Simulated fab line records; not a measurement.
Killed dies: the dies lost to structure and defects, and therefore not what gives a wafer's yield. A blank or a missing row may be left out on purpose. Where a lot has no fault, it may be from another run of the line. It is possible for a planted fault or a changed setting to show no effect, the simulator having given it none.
fab line records    flow nand_harc
record: lots: 6  wafers: 16  last_day: 33
route steps=1302 shown A_CHANNEL_HOLE_D2@604 A_CHANNEL_FILL_D2@610 END@1302
lots that met no fault: from a run of the same line without faults
start_h: the number of hours between the record's first day and the start of the first shown wafer of the lot    wait_h: hours since the lot's step before    " unchanged from the row above    L1.1+2: a single row standing in for several wafers    - either no value or no given start    * or withheld: withheld    < > ~ a bound
route shown NAME@n: a module of which the file shows steps, and the number in the route of the first    usual: the fault-free wafers' mean and standard deviation    same: alike in all rows    chamber/n: place in a boat    sites: per-site readings    _std_site: the standard deviation of these    _edge_site: the outer-site mean with the inner-site mean subtracted    radius_mm: for every site, how far away it sits from the centre of the wafer    mask NAME#n: copy n    behind: tool/chamber where the wafer was last shaped    hold: why the lot was held/for how many hours/how that ended    device: whichever transistor did not switch (one of n, p or np)    end of line: tests run on the same wafers once the route is complete    a step given without rows: its recipe and nothing more    killed: dies lost to structure and defects at the first sort, not the wafer's yield    map: a wafer's dies, x killed, . not, _ none there
set.NAME: the setting the step ran with; set.NAME@STEP: the setting that earlier step ran with    model.NAME: the simulator's own value behind a step, which no gauge read
lots at some steps of the route; a table a step, a row a wafer
services: when a tool's chamber went out of use (start_h, in hours from the record's first day, below 0 if earlier), for how many hours, and the reason
== steps ==
step: NHARC_A_CHANNEL_HOLE_D2_STRIP_28
recipe: o2_flow_sccm: 500  ar_flow_sccm: 0  bias_w: 0  chemistry: O2
usual: chamber_pressure_mTorr: 60.00/0.062  drypump_motor_current_A: 5.9/0.57  oes_product_au: 1.002/0.011  rf_vpp_V: 57.6/0.84  showerhead_plenum_p_Torr: 3.50/0.12  throttle_valve_pct: 17.036/0.0086
lot.wafer  tool         chamber  start_h  wait_h  chamber_pressure_mTorr  drypump_motor_current_A  oes_product_au  rf_hours_counter_h  rf_vpp_V  showerhead_plenum_p_Torr  throttle_valve_pct
L342.1     rie_diel-12  2        -        -       59.98                   6.2                      1.000           2.0                 56.8      3.49                      17.044
L342.3     "            0        "        "       59.87                   5.7                      1.026           1.7                 59.1      3.65                      17.042
L342.6     "            1        "        "       60.10                   4.9                      1.026           -                   57.5      3.57                      17.050
L351.6     rie_diel-01  1        -        -       59.93                   5.4                      1.009           -                   56.6      3.32                      17.030
L351.5     "            2        "        "       59.98                   5.9                      1.013           -                   57.8      3.57                      17.036
L352.2     rie_diel-01  0        -        -       60.07                   6.7                      0.991           0.3                 56.6      3.52                      17.014
L352.5     "            2        "        "       60.05                   5.9                      1.007           -                   57.9      3.57                      17.035
L362.4     rie_diel-01  0        -        -       59.95                   6.7                      0.996           8.3                 57.2      3.51                      17.035
L362.1     "            3        "        "       59.93                   6.5                      1.008           7.7                 56.7      3.47                      17.048
L362.6     "            0        "        "       59.99                   6.7                      0.986           -                   57.9      3.51                      17.030
L364.1     rie_diel-01  2        -        -       59.96                   5.9                      1.014           10.5                58.1      3.57                      17.030
L364.2     "            3        "        "       59.97                   6.5                      1.013           9.3                 57.1      3.47                      17.044
L364.5     "            2        "        "       59.98                   5.9                      0.997           -                   57.8      3.57                      17.036
L363.1     rie_diel-09  1        -        -       60.06                   4.9                      1.008           1.7                 58.0      3.66                      17.049
L363.4     "            3        "        "       60.07                   6.1                      0.999           1.8                 58.3      3.41                      17.065
L363.2     "            0        "        "       60.01                   6.6                      0.996           2.2                 57.7      3.33                      17.034
step: NHARC_A_CHANNEL_HOLE_D2_PRECLEAN_29
recipe: time_s: *  temp_c: 50  bath_age_min: 0  chemistry: SC1
step: NHARC_A_CHANNEL_HOLE_D2_SRD_30
step: NHARC_A_CHANNEL_HOLE_D2_CD_MEAS_31
usual: cd_nm: 90.1/1.3
lot.wafer  tool       chamber  start_h  wait_h  cd_nm
L342.1     cd_sem-02  -        295.04   -       90.1
L342.3     "          -        "        "       89.7
L342.6     "          -        "        "       89.5
L351.5     cd_sem-02  -        400.44   0.1     90.6
L351.6     "          -        "        "       91.0
L352.2     cd_sem-03  -        402.84   0.1     89.3
L352.5     "          -        "        "       91.5
L362.1     cd_sem-03  -        512.12   -       91.4
L362.4     "          -        "        "       89.2
L362.6     "          -        "        "       90.2
L364.1     cd_sem-02  -        535.10   -       90.8
L364.2     "          -        "        "       89.6
L364.5     "          -        "        "       91.6
L363.1     cd_sem-01  -        536.60   -       90.8
L363.2     "          -        "        "       92.3
L363.4     "          -        "        "       90.0
step: NHARC_A_CHANNEL_HOLE_D2_XSEM_32
recipe: landing_energy_ev: 35000
usual: bot_cd_nm: 75.0/1.4  bow_nm: 8.6/0.32  tilt_deg: 0.07/0.037
lot.wafer  tool     chamber  start_h  wait_h  bot_cd_nm  bow_nm  tilt_deg
L342.1     xsem-01  0        295.12   0.1     74.6       8.6     0.09
L342.3     "        0        "        "       74.1       8.5     0.09
L342.6     "        0        "        "       73.9       8.6     0.09
L351.5     xsem-01  0        400.53   0.1     76.2       8.9     0.09
L351.6     "        0        "        "       76.4       9.0     0.09
L352.2     xsem-02  0        402.93   0.1     73.7       8.0     0.10
L352.5     "        0        "        "       75.8       7.9     0.09
L362.1     xsem-02  0        512.21   0.1     76.8       8.2     0.10
L362.4     "        0        "        "       73.8       8.2     0.10
L362.6     "        0        "        "       75.0       8.3     0.10
L364.1     xsem-02  0        535.19   0.1     76.2       8.8     0.10
L364.2     "        0        "        "       75.1       8.8     0.10
L364.5     "        0        "        "       76.5       8.6     0.11
L363.1     xsem-01  0        536.69   0.1     75.9       9.2     0.05
L363.2     "        0        "        "       77.3       9.2     0.05
L363.4     "        0        "        "       75.0       9.3     0.05
step: NHARC_A_CHANNEL_HOLE_D2_INSPECT_40
usual: raw_defect_count: 289/88
lot.wafer  tool               chamber  start_h  wait_h  raw_defect_count
L342.1     defect_inspect-02  -        295.22   -       252
L342.3     "                  -        "        "       243
L342.6     "                  -        "        "       227
L351.5     defect_inspect-02  -        400.62   -       235
L351.6     "                  -        "        "       268
L352.2     defect_inspect-01  -        403.03   -       270
L352.5     "                  -        "        "       240
L362.1     defect_inspect-01  -        512.31   -       150
L362.4     "                  -        "        "       271
L362.6     "                  -        "        "       157
L364.1     defect_inspect-02  -        535.28   -       233
L364.2     "                  -        "        "       142
L364.5     "                  -        "        "       279
L363.1     defect_inspect-02  -        536.79   -       304
L363.2     "                  -        "        "       361
L363.4     "                  -        "        "       301
step: NHARC_A_CHANNEL_FILL_D2_PRECLEAN_00
recipe: time_s: *  temp_c: 50  bath_age_min: 0  chemistry: SC1
step: NHARC_A_CHANNEL_FILL_D2_SRD_01
step: NHARC_A_CHANNEL_FILL_D2_ALD_02
recipe: target_thk_a: 60  pulse_time_s: 10  ald_cycles: 60  temp_c: 300  material: SiO2
usual: ald_cycles: 60/0  heater_power_w: 471/50  precursor_pulse_height_rel: 1.000/0.02
lot.wafer  tool       chamber  start_h  wait_h  ald_cycles  heater_power_w  precursor_pulse_height_rel  since_wet_clean_h
L342.3     ald_hk-03  3        295.41   -       60          411             1.018                       69
L342.1     "          0        "        "       60          448             1.019                       69
L342.6     "          3        "        "       60          398             0.993                       -
L351.6     ald_hk-01  1        401.10   -       60          455             0.988                       -
L351.5     "          2        "        "       60          472             1.017                       -
L352.2     ald_hk-01  1        403.66   -       60          448             1.027                       92
L352.5     "          2        "        "       60          472             1.002                       -
L362.1     ald_hk-01  3        512.58   -       60          520             1.031                       23
L362.4     "          1        "        "       60          426             0.999                       23
L362.6     "          3        "        "       60          523             0.988                       -
L364.2     ald_hk-03  2        535.55   -       60          472             0.999                       131
L364.1     "          0        "        "       60          444             0.966                       131
L364.5     "          2        "        "       60          469             0.981                       -
L363.2     ald_hk-04  2        536.99   -       60          450             0.987                       91
L363.4     "          3        "        "       60          437             0.988                       91
L363.1     "          1        "        "       60          376             1.009                       92
step: NHARC_A_CHANNEL_FILL_D2_ALD_03
recipe: target_thk_a: 60  pulse_time_s: 60  ald_cycles: 58  temp_c: 630  pressure_torr: 2  material: SiNx
usual: ald_cycles: 58/0  precursor_pulse_height_rel: 1.000/0.02
lot.wafer  tool              chamber  start_h  wait_h  ald_cycles  precursor_pulse_height_rel
L342.1     ald_sin_batch-01  0        -        -       58          0.961
L342.3     "                 0        "        "       58          0.986
L342.6     "                 0        "        "       58          1.016
L351.5     ald_sin_batch-03  0        -        -       58          0.986
L351.6     "                 0        "        "       58          1.026
L352.2     ald_sin_batch-01  0        -        -       58          1.037
L352.5     "                 0        "        "       58          0.982
L362.1     ald_sin_batch-02  0        -        -       58          1.015
L362.4     "                 0        "        "       58          0.986
L362.6     "                 0        "        "       58          1.006
L363.1     ald_sin_batch-03  0        -        -       58          0.993
L363.2     "                 0        "        "       58          0.979
L363.4     "                 0        "        "       58          1.007
L364.1     ald_sin_batch-03  0        -        -       58          0.988
L364.2     "                 0        "        "       58          1.010
L364.5     "                 0        "        "       58          0.996
step: NHARC_A_CHANNEL_FILL_D2_ALD_14
recipe: target_thk_a: 25  pulse_time_s: 10  ald_cycles: 25  temp_c: 300  material: SiO2
usual: ald_cycles: 25/0  heater_power_w: 470/48  precursor_pulse_height_rel: 1.000/0.017
lot.wafer  tool       chamber  start_h  wait_h  ald_cycles  heater_power_w  precursor_pulse_height_rel  since_wet_clean_h
L342.3     ald_hk-03  3        303.12   0.8     25          395             0.999                       77
L342.1     "          1        "        "       25          557             1.001                       77
L342.6     "          0        "        "       25          447             0.997                       -
L351.6     ald_hk-01  1        407.99   0.2     25          440             0.998                       -
L351.5     "          2        "        "       25          464             1.031                       -
L352.2     ald_hk-03  2        410.85   0.2     25          458             1.012                       6
L352.5     "          1        "        "       25          564             0.959                       -
L362.4     ald_hk-04  3        519.49   0.0     25          450             0.986                       74
L362.1     "          1        "        "       25          372             0.988                       74
L362.6     "          3        "        "       25          458             0.996                       -
L363.1     ald_hk-04  1        542.49   0.1     25          380             1.011                       97
L363.2     "          2        "        "       25          455             0.996                       97
L363.4     "          0        "        "       25          525             0.993                       97
L364.1     ald_hk-01  2        542.52   0.1     25          443             0.992                       53
L364.2     "          3        "        "       25          534             1.012                       53
L364.5     "          1        "        "       25          455             0.996                       -
step: NHARC_A_CHANNEL_FILL_D2_ALD_15
recipe: target_thk_a: 20  pulse_time_s: 60  ald_cycles: 19  temp_c: 630  pressure_torr: 2  material: SiNx
step: NHARC_A_CHANNEL_FILL_D2_ALD_16
recipe: target_thk_a: 15  pulse_time_s: 10  ald_cycles: 15  temp_c: 300  material: SiO2
usual: ald_cycles: 15/0  heater_power_w: 471/48  precursor_pulse_height_rel: 1.003/0.021
lot.wafer  tool       chamber  start_h  wait_h  ald_cycles  heater_power_w  precursor_pulse_height_rel  since_wet_clean_h
L342.1     ald_hk-01  1        311.55   3.3     15          454             0.977                       0
L342.3     "          0        "        "       15          507             1.009                       0
L342.6     "          2        "        "       15          458             0.989                       -
L351.6     ald_hk-01  1        416.79   3.8     15          443             0.988                       -
L351.5     "          2        "        "       17          462             1.005                       -
L352.2     ald_hk-01  1        416.87   0.8     17          451             1.020                       105
L352.5     "          0        "        "       17          512             0.955                       -
L362.1     ald_hk-01  1        524.72   0.1     15          431             0.992                       35
L362.4     "          2        "        "       15          424             0.994                       35
L362.6     "          3        "        "       15          511             1.008                       -
L364.1     ald_hk-03  3        548.31   0.7     15          413             0.986                       144
L364.2     "          0        "        "       15          463             1.039                       144
L364.5     "          2        "        "       15          467             1.041                       -
L363.4     ald_hk-04  0        548.31   0.7     15          540             0.997                       103
L363.2     "          1        "        "       15          378             1.030                       103
L363.1     "          2        "        "       15          449             1.010                       103
step: NHARC_A_CHANNEL_FILL_D2_ANNEAL_17
recipe: temp_c: 850  time_s: 1800
step: NHARC_END_SORT_01
recipe: temp_c: 25
usual: killed_at_array: 57/19  killed_at_other: 0.9/1.1  killed_at_periphery: 4.0/2.6  killed_dies: 62/19  killed_open: 3.3/1.8  killed_short: 2.4/1.7
same: gross_dies: 677
lot.wafer  tool       chamber  start_h  wait_h  killed_at_array  killed_at_other  killed_at_periphery  killed_dies  killed_open  killed_short
L352.2     prober-01  0        659.63   2.8     38               1                5                    44           1            3
L352.5     prober-01  0        662.03   3.7     31               0                0                    31           1            2
L351.5     prober-02  0        662.03   3.7     59               3                2                    64           2            1
L351.6     prober-02  0        662.82   4.0     67               0                2                    69           5            2
L362.1     prober-02  0        770.77   2.5     33               0                0                    33           5            3
L362.4     prober-02  0        773.21   3.4     30               2                3                    35           2            2
L362.6     prober-02  0        774.84   4.1     31               2                7                    40           5            5
L364.1     prober-02  0        796.58   2.5     52               1                6                    59           2            4
L364.2     prober-02  0        797.40   2.8     37               1                2                    40           7            2
L364.5     prober-02  0        799.84   3.8     37               1                2                    40           6            2
killed by level:class
L352.2 A_CHANNEL_HOLE_D2:chamber_film_flake=22 A_CHANNEL_HOLE_D1:chamber_film_flake=4 A_CONTACT:chamber_film_flake=4 P_GATE:chamber_film_flake=3 A_STAIRCASE:chamber_film_flake=3 P_M0:geometric_particle:short=1 A_CHANNEL_FILL_D1:geometric_particle:short=1 A_DECK1_JOINT:geometric_particle:open=1
L351.5 A_CHANNEL_HOLE_D1:chamber_film_flake=29 A_SLIT:chamber_film_flake=16 A_CONTACT:chamber_film_flake=6 THIN_TSV:chamber_film_flake=3 P_STI:chamber_film_flake=2 A_CHANNEL_HOLE_D2:unspecified=2 A_STAIRCASE:chamber_film_flake=2 A_ONON_D1:geometric_particle:open=1
L352.5 A_CHANNEL_HOLE_D2:chamber_film_flake=16 A_STAIRCASE:chamber_film_flake=10 A_CONTACT:chamber_film_flake=2 A_ONON_D1:geometric_particle:open=1 A_CHANNEL_FILL_D1:geometric_particle:short=1 A_WL_FILL:geometric_particle:short=1
L351.6 A_SLIT:chamber_film_flake=28 A_CHANNEL_HOLE_D1:chamber_film_flake=23 A_STAIRCASE:chamber_film_flake=3 A_CONTACT:chamber_film_flake=2 A_DECK1_JOINT:chamber_film_flake=2 A_CHANNEL_HOLE_D2:chamber_film_flake=2 P_STI:geometric_particle:open=1 P_CONTACT:geometric_particle:short=1
L362.1 A_CHANNEL_HOLE_D1:chamber_film_flake=8 A_CONTACT:chamber_film_flake=7 A_SLIT:chamber_film_flake=6 A_WL_FILL:geometric_particle:short=2 A_CONTACT:geometric_particle:open=2 A_DECK1_JOINT:chamber_film_flake=2 A_CHANNEL_HOLE_D1:geometric_particle:open=1 A_ONON_D2:geometric_particle:open=1
L362.4 A_CHANNEL_HOLE_D1:chamber_film_flake=12 A_SLIT:chamber_film_flake=8 A_CONTACT:chamber_film_flake=7 P_CONTACT:chamber_film_flake=2 P_CONTACT:geometric_particle:open=1 A_CHANNEL_HOLE_D1:geometric_particle:short=1 A_M0:geometric_particle:open=1 STARTING-WAFER:geometric_particle:short=1
L362.6 A_CHANNEL_HOLE_D1:chamber_film_flake=9 A_CONTACT:chamber_film_flake=8 A_SLIT:chamber_film_flake=7 P_STI:geometric_particle:open=1 P_GATE:geometric_particle:open=1 P_CONTACT:geometric_particle:open=1 P_M0:geometric_particle:short=1 P_M1:geometric_particle:short=1
L364.1 A_SLIT:chamber_film_flake=39 A_CONTACT:chamber_film_flake=6 A_CHANNEL_HOLE_D2:chamber_film_flake=3 P_M0:geometric_particle:open=2 A_DECK1_JOINT:geometric_particle:short=2 P_STI:chamber_film_flake=2 P_CONTACT:geometric_particle:short=1 P_M0:geometric_particle:short=1
L364.2 A_SLIT:chamber_film_flake=21 A_CONTACT:chamber_film_flake=6 A_CHANNEL_FILL_D2:geometric_particle:open=2 P_CONTACT:geometric_particle:open=1 P_M0:geometric_particle:open=1 A_ONON_D1:geometric_particle:open=1 A_CHANNEL_FILL_D1:geometric_particle:open=1 A_CHANNEL_HOLE_D2:geometric_particle:open=1
L364.5 A_SLIT:chamber_film_flake=16 A_CONTACT:chamber_film_flake=7 A_BONDPAD:chamber_film_flake=3 A_M0:geometric_particle:open=2 P_STI:chamber_film_flake=2 A_ONON_D1:geometric_particle:open=1 A_CHANNEL_FILL_D1:geometric_particle:open=1 A_ONON_D2:geometric_particle:open=1
== services ==
tool              chamber  start_h  hours  kind
rie_diel-01       1        283.32   3.1    repair
rie_diel-01       3        291.85   2.0    repair
ald_hk-01         -        301.55   10.0   pm
rie_diel-12       2        318.60   1.7    repair
rie_diel-09       -        320.10   9.0    pm
ald_sin_batch-02  -        328.65   2.7    repair
rie_diel-12       1        344.53   3.6    repair
xsem-01           -        374.00   14.0   pm
rie_diel-01       -        380.84   9.0    pm
ald_hk-03         -        394.66   10.0   pm
rie_diel-09       -        396.65   6.9    repair
rie_diel-09       2        415.70   3.7    repair
rie_diel-12       2        428.09   7.7    repair
ald_hk-04         -        435.79   10.0   pm
rie_diel-12       -        445.40   9.0    pm
ald_hk-01         -        479.55   10.0   pm
rie_diel-12       -        492.39   0.2    repair
rie_diel-09       -        497.10   9.0    pm
rie_diel-01       1        503.60   3.7    repair
ald_sin_batch-01  -        507.81   26.0   pm
rie_diel-09       2        513.10   5.0    repair
xsem-02           -        523.34   0.0    repair
rie_diel-01       -        531.81   0.4    repair
rie_diel-01       3        535.09   7.4    repair
== key ==
first_sign: step: NHARC_A_CHANNEL_FILL_D2_ALD_16  reading: ald_cycles  direction: up  sigmas: 99+  usual: 15  struck: 17
effect none on later readings
met_at NHARC_A_CHANNEL_FILL_D2_ALD_16
struck_wafers L351.5,L352.2,L352.5
tester_left_out L351,L352
onset_between 311.55 416.79
fault: kind: process_parameter_drift  tool: ald_hk-01  chamber: -  onset_h: 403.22  steps: NHARC_A_CHANNEL_FILL_D2_ALD_16  channel: ald_cycles  offset: 2  shape: step  end_h: 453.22  scope: struck_wafers_only  acts_in: these_recipes_only  stated: 15
tester_left_out: of these lots the tester's yield and bins aren't shown, on N5 and GAA mostly nor the transistor test; their killed dies are dies lost to structure and defects alone, not to doping, threshold or leakage, so they don't give the yield
